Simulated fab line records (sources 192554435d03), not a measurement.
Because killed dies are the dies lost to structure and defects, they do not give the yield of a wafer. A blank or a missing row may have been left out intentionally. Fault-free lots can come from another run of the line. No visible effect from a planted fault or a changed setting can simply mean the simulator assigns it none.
A struck lot beside a sound one | flow n5_finfet | 30 steps out of a route of 1938
Sound: these wafers, L433.1, L433.4, L433.5. Struck: wafer L441.2. (L441.4, L441.6 of the same lot were not struck and are left out.) The cause comes at the end.
Order at every step that has rows: each side's tool, ch and its chambers, its first start. Under that, the readings that differ: sound wafers | struck wafers | difference of the means | sigmas: that difference in standard deviations of wafers without a fault.
alike: readings with means less than 2 such deviations apart, plus words and numbers identical on both sides. not compared: withheld readings, readings lacking a value on some wafer, bounds such as >300 that could conceal the same value, and numbers that have no deviation in the record and whose values overlap.
Wherever a step has rows on one side only, a row that says differs or no value, or a row with sigmas, the two part there. Non-overlapping numbers with no deviation appear without sigmas and do not part them. Lack of a reading on every wafer of one side parts them only where that side has two or more wafers.

first, 1 step without rows for these wafers: N5_PASSIVATION_HARDBAKE_31 (time 120 s).
N5_PASSIVATION_CD_MEAS_30: the cd target is 4000 nm.
  sound on cd_sem-02 ch 0, day 14 06:36; struck on cd_sem-03 ch 0, day 17 07:41
  alike: cd_nm
N5_PASSIVATION_OVL_MEAS_63:
  sound on overlay-02 ch 0, day 14 06:38; struck on overlay-02 ch 0, day 17 07:43
  alike: PAD_OVL
N5_PASSIVATION_INSPECT_64: inspects for defects (macro).
  struck on defect_inspect-01, day 17 07:44; sound on defect_inspect-02, day 14 06:39
  alike: raw_defect_count
N5_PASSIVATION_DESCUM_32: chemistry O2, time 7.9 s.
  sound on rie_diel-02 ch 0,3, day 14 06:41; struck on rie_diel-01 ch 0, day 17 07:46
  alike: drypump_motor_current_A, oes_product_au, rf_vpp_V, showerhead_plenum_p_Torr, throttle_valve_pct
  not compared: rf_hours_counter_h
then, 2 steps without rows for these wafers: N5_PASSIVATION_AL_ETCH_33 (etches Al in Cl2/BCl3, stops on TaN, target depth 2800 nm, time 466.7 s); N5_PASSIVATION_ETCH_59 (etches TaN in Cl2/BCl3, target depth 65 nm, time 34.9 s).
N5_PASSIVATION_STRIP_34: strips in O2.
  sound on rie_diel-01 ch 0,1,2, day 14 07:17; struck on rie_diel-01 ch 2, day 17 08:23
  alike: drypump_motor_current_A, oes_product_au, rf_vpp_V, showerhead_plenum_p_Torr, throttle_valve_pct
  not compared: rf_hours_counter_h
then, 4 steps without rows for these wafers: N5_PASSIVATION_STRIP_51 (strips in post etch residue remover, time 1200 s); N5_PASSIVATION_CLEAN_69 (cleans in IPA, time 180 s); N5_PASSIVATION_SRD_70 (time 30 s); N5_PASSIVATION_PECVD_53 (deposits SiO2 from TEOS/O2, target thk 800 nm, time 169.4 s).
N5_PASSIVATION_PECVD_35: deposits SiNx from SiH4/NH3/N2, target thk 700 nm, time 151.3 s.
  sound on pecvd-01 ch 1,2, day 14 08:01; struck on pecvd-01 ch 1, day 17 08:59
  reading                                        | sound             | struck | difference | sigmas
  heater_power_w (W)                             | 385 270 325       | 449    | +122       | +2
  run_length_s (s)                               | 195.2 195.1 195.0 | 114.7  | -80.4      | -99 or more
  model.SiNx_of_PASSIVATION_PECVD_35.thk_nm (nm) | 702.4 710.6 706.4 | 318    | -388       |
  alike: showerhead_plenum_p_Torr, throttle_valve_pct
then, 8 steps without rows for these wafers: N5_PASSIVATION_HMDS_37 (time 60 s); N5_PASSIVATION_COAT_38; N5_PASSIVATION_EBR_40; N5_PASSIVATION_SOFTBAKE_39 (time 120 s); N5_PASSIVATION_EXPOSE_41 (exposes mask PASS OPEN, defocus 0 nm, target cd 40000 nm); N5_PASSIVATION_PEB_42; N5_PASSIVATION_DEVELOP_43 (develop time 60 s); N5_PASSIVATION_HARDBAKE_45 (time 120 s).
N5_PASSIVATION_CD_MEAS_44: the cd target is 40000 nm.
  sound on cd_sem-01 ch 0, day 14 08:38; struck on cd_sem-03 ch 0, day 17 09:26
  alike: cd_nm
N5_PASSIVATION_OVL_MEAS_66:
  sound on overlay-02 ch 0, day 14 08:40; struck on overlay-01 ch 0, day 17 09:28
  alike: PASS_OPEN_OVL
N5_PASSIVATION_INSPECT_67: inspects for defects (macro).
  struck on defect_inspect-01, day 17 09:29; sound on defect_inspect-01, day 14 08:41
  alike: raw_defect_count
N5_PASSIVATION_DESCUM_46: chemistry O2, time 7.9 s.
  sound on rie_diel-06 ch 0,2,3, day 14 08:43; struck on rie_diel-01 ch 2, day 17 09:31
  alike: drypump_motor_current_A, oes_product_au, rf_vpp_V, showerhead_plenum_p_Torr, throttle_valve_pct
  not compared: rf_hours_counter_h
then, 1 step without rows for these wafers: N5_PASSIVATION_PASS_ETCH_47 (etches SiNx in CF4/O2, target depth 770 nm, time 385 s).
N5_PASSIVATION_ETCH_54: etches SiO2 in CHF3/O2, target depth 880 nm, time 440 s.
  sound on rie_diel-06 ch 0,2,3, day 14 08:59; struck on rie_diel-01 ch 2, day 17 09:47
  alike: drypump_motor_current_A, oes_o_777_au, oes_product_au, rf_vpp_V, showerhead_plenum_p_Torr, throttle_valve_pct
  not compared: rf_hours_counter_h
N5_PASSIVATION_STRIP_48: strips in O2.
  sound on rie_diel-06 ch 0,2,3, day 14 09:16; struck on rie_diel-01 ch 2, day 17 10:04
  alike: drypump_motor_current_A, oes_product_au, rf_vpp_V, showerhead_plenum_p_Torr, throttle_valve_pct
  not compared: rf_hours_counter_h
N5_PASSIVATION_STRIP_52: strips in post etch residue remover, time 1200 s.
  sound on wet_bench-02 ch 0,5,6, day 14 09:20; struck on wet_bench-03 ch 7, day 17 10:08
  reading                                        | sound         | struck | difference | sigmas
  model.SiNx_of_PASSIVATION_PECVD_35.thk_nm (nm) | 702 710.2 706 | 317.6  | -388.5     |
then, 1 step without rows for these wafers: N5_PASSIVATION_CLEAN_71 (cleans in IPA, time 180 s).

## WHERE THEY PART
At N5_PASSIVATION_PECVD_35 and nowhere else, as far as this record goes. Later steps at which nothing parts them and some readings are alike: N5_PASSIVATION_CD_MEAS_44, N5_PASSIVATION_OVL_MEAS_66, N5_PASSIVATION_INSPECT_67, N5_PASSIVATION_DESCUM_46, N5_PASSIVATION_ETCH_54, N5_PASSIVATION_STRIP_48.

WHY: the cause the simulator had injected
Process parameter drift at N5_PASSIVATION_PECVD_35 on pecvd-01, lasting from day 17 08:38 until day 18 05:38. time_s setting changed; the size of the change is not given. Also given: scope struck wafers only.
